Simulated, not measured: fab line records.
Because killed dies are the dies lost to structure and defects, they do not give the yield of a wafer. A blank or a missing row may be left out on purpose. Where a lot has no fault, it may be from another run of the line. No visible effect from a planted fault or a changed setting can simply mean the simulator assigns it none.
Chamber matching ; flow n5 finfet ; N5_BEOL_M15_ILD_DEP_00 on pecvd-01 has 3 sister chambers
The step deposits SiO2 from TEOS/O2, target thk 1629.3 nm, time 346.1 s. 3 wafers are shown with their chamber, then 7 later ones without.

== WAFERS, EACH WITH ITS CHAMBER ==
wafer;chamber;throttle valve pct (%)
L959.2;0;18.2
L959.3;2;17.7
L960.5;1;19.3

== WAFERS WHOSE CHAMBER IS MISSING ==
wafer;throttle valve pct (%)
L960.6;17.8
L961.2;17.6
L961.3;19.4
L961.5;17.8
L962.2;17.8
L962.4;19.4
L962.5;17.8

== THE CHAMBER EACH PASSED THROUGH ==
wafer;from the rows above;in truth
L960.6;2;2
L961.2;2;2
L961.3;1;1
L961.5;2;2
L962.2;2;2
L962.4;1;1
L962.5;2;2
Correctly placed: 7 of 7. Number that these rows cannot place: 0. 0 placed wrongly.
How it was worked out, from the rows above alone: a wafer's distance from a chamber is the root of the sum, over the readings, of the square of ((its reading less the chamber's mean) divided by the reading's scatter). If the next closest chamber is less than 2 further off than the closest, the wafer can't be placed; otherwise it belongs to the closest. Each chamber's mean is taken over the wafers shown for it. The scatter: root of mean squared gap, hidden wafer to nearest shown wafer, with one shown wafer a chamber.
